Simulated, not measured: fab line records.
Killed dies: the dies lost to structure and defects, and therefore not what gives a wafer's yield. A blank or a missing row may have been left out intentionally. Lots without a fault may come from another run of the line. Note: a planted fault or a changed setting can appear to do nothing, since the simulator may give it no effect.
A struck lot beside a sound one + flow n5Finfet + 34 steps out of a route of 1938
Sound: wafers L402.1, L402.2, L402.3. Struck: wafer L399.5. (L399.2, L399.3 of the same lot were not struck and are left out.) The cause comes at the end.
At each step with rows: each side's tool, then ch and its chambers, then its first start. Under that, the readings that differ: sound wafers + struck wafers + difference of the means + sigmas: that difference in standard deviations of wafers without a fault.
alike: readings with means less than 2 such deviations apart, plus words and numbers identical on both sides. not compared: withheld readings, readings lacking a value on some wafer, bounds such as >300 that could conceal the same value, and numbers that have no deviation in the record and whose values overlap.
A row with sigmas, a row that says differs or no value, or rows on one side alone: a step with any of these is where the two part. Non-overlapping numbers with no deviation appear without sigmas and do not part them. Lack of a reading on every wafer of one side parts them only where that side has two or more wafers.

first, 9 steps without rows for these wafers: N5_SD_EPI_P_DEVELOP_08 (develop time 30 s); N5_SD_EPI_P_DESCUM_14 (chemistry O2, time 7.9 s); N5_SD_EPI_P_ETCH_36 (etches SiARC in CF4, target depth 45.5 nm, time 75.8 s); N5_SD_EPI_P_ETCH_37 (etches SOC in N2/H2, overetch 108 nm, time 486 s); N5_SD_EPI_P_STRIP_38 (strips in N2/H2); N5_SD_EPI_P_ETCHBACK_46 (etches SiNx in CH3F/O2, stops on SiO2, target depth 17.5 nm); N5_SD_EPI_P_ETCH_47 (etches SiOCN in CH3F/O2, target depth 25 nm); N5_SD_EPI_P_ETCH_16 (etches SiO2 in CHF3/O2, target depth 5 nm); N5_SD_EPI_P_STRIP_50 (strips in CHF3/O2).
N5_SD_EPI_P_SD_RECESS_17: chemistry HBr/Cl2/O2, target depth 39.1 nm, bt time 3 s.
  sound on rieSi-06 ch 0,1,3, day 7 05:25; struck on rieSi-02 ch 2, day 6 14:19
| reading                            | sound             | struck | difference | sigmas |
|------------------------------------|-------------------|--------|------------|--------|
| oesProductAu (a.u.)                | 1.007 1.015 0.990 | 1.129  | +0.125     | +9     |
| model.etch.depthNm (nm)            | 38.63 38.63 39.93 | 58.88  | +19.82     |        |
| model.SD_EPI_P.featureDepthNm (nm) | 38.6 38.6 40      | 58.8   | +19.7      |        |
  alike: biasW, drypumpMotorCurrentA, rfFwdPowerW, throttleValvePct
  not compared: rfHoursCounterH
then, 22 steps without rows for these wafers: N5_SD_EPI_P_WET_ETCH_45 (etches SiO2 in dHF, time 10.7 s, target depth 2 nm, rinse time 30 s); N5_SD_EPI_P_STRIP_40 (strips in N2/H2); N5_SD_EPI_P_PRECLEAN_52 (cleans in O3/DIW, time 60 s); N5_SD_EPI_P_SRD_20 (time 30 s); N5_SD_EPI_P_PRECLEAN_51 (cleans in NF3:NH3, afs cycles 1, time 20 s, sublimation time 60 s); N5_SD_EPI_P_VAPOR_ETCH_44 (etches SiGe30 in NF3/Ar, time 3.3 s); N5_SD_EPI_P_EPI_21 (deposits SiGe:B, time 355 s); N5_SD_EPI_P_HM_STRIP_48 (strips SiNx in H3PO4, material SiNx, target depth 3 nm); N5_SD_EPI_P_SRD_49 (time 30 s); N5_SD_EPI_P_PRECLEAN_24 (cleans in O3/DIW, time 45 s); N5_SD_EPI_P_PRECLEAN_32 (cleans in dHF, time 10 s); N5_SD_EPI_P_PRECLEAN_33 (cleans in SC2, time 45 s); N5_SD_EPI_P_SRD_25 (time 30 s); N5_SD_ACTIVATION_RTA_00 (time 0 s); N5_SD_ACTIVATION_LSA_01 (time 0.0008 s); N5_ILD0_LINER_00 (material SiNx, target thk 4 nm, pulse time 1 s, purge time 2 s); N5_ILD0_FCVD_FILL_01 (material SiO2 flowable, target thk 200 nm, time 328.3 s); N5_ILD0_CURE_02 (time 1800 s); N5_ILD0_CMP_03 (polishes, stops on SiNx, t overpolish 1.9 s, target thk 197.38 nm); N5_ILD0_CMP_07 (polishes SiO2 flowable, stops on poly-Si, t overpolish 1.18 s, target thk 138.88 nm); N5_ILD0_PRECLEAN_10 (cleans in NF3:NH3, afs cycles 5, time 20 s, sublimation time 60 s); N5_ILD0_ALD_15 (deposits SiNx, target thk 24 nm, pulse time 1 s, ald cycles 480).
-- the record jumps here: 5 days lie between the struck wafers' starts before and after (it left off in module ILD0 and takes up again in module BEOL_M4, whose first step shown is number 1111 of the route) --
N5_BEOL_M4_RC_MEAS_101:
  sound on prober-01 ch 0, day 11 19:52; struck on prober-02 ch 0, day 11 03:58
| reading            | sound                | struck | difference | sigmas      |
|--------------------|----------------------|--------|------------|-------------|
| CJ_P               | 5.78 5.75 5.78       | 3.61   | -2.16      | -11         |
| DIBL_P (mV/V)      | 34.3 34.0 35.5       | 103.2  | +68.6      | +34         |
| IGATE_P (nA/um)    | 0.0047 0.0048 0.0045 | 0.0032 | -0.0015    | -2          |
| IOFF_P (nA/um)     | 0.15 0.15 0.17       | 30.11  | +29.95     | +99 or more |
| IOFF_P_85C (nA/um) | 2.8 2.8 3.1          | 233.6  | +230.7     | +99 or more |
| IOFF_P_LIN (nA/um) | 0.075 0.076 0.084    | 0.609  | +0.531     | +33         |
| ION_P (uA/um)      | 447 462 456          | 518    | +63        | +7          |
| REXT_P (ohm.um)    | 101.8 102.6 100.9    | 96.6   | -5.2       | -3          |
| SS_P (mV/dec)      | 72.3 72.8 72.6       | 134.0  | +61.4      | +88         |
| VT_P (mV)          | -257 -256 -255       | -232   | +24        | +6          |
| VT_P_LVT (mV)      | -103 -104 -102       | -80    | +23        | +7          |
  alike: DIBL_N, EOT_P, IOFF_N, IOFF_P_LONG, ION_N, RC_DENSE_P, RC_P, RS_SD_P, SS_N, VT_N, VT_P_LONG
-- record jumps: 5 days separate the struck wafers' starts on either side; left off in module BEOL_M4, taken up again in module PASSIVATION, whose first shown step is the route's number 1936 --
N5_PASSIVATION_PROBE_49:
  sound on prober-02, day 16 20:54; struck on prober-01, day 15 20:10
| reading                | sound          | struck | difference | sigmas |
|------------------------|----------------|--------|------------|--------|
| sort_bin_4_leakage (%) | 0 0 0          | 94.32  | +94.32     |        |
| sort_bin_6_memory (%)  | 3.4 3.2 3.3    | 1.7    | -1.6       | -2     |
| sortNPass              | 1069 1091 1093 | 0      | -1084      | -72    |
| sortYieldPct (%)       | 90.6 92.5 92.6 | 0      | -92        | -71    |
  alike: defectLimitedYield, killed_at_M0_to_M3, killed_at_M4_up, killedAtContacts, killedAtFrontEnd, killedAtOther, killedDies, killedOpen, killedShort, sort_bin_5_function

== WHERE THEY PART ==
Earliest at N5_SD_EPI_P_SD_RECESS_17; latest, in this record, at N5_PASSIVATION_PROBE_49.

WHY: whatever the simulator had introduced
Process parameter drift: rieSi-02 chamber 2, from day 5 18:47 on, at N5_SD_EPI_P_SD_RECESS_17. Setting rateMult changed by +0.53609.
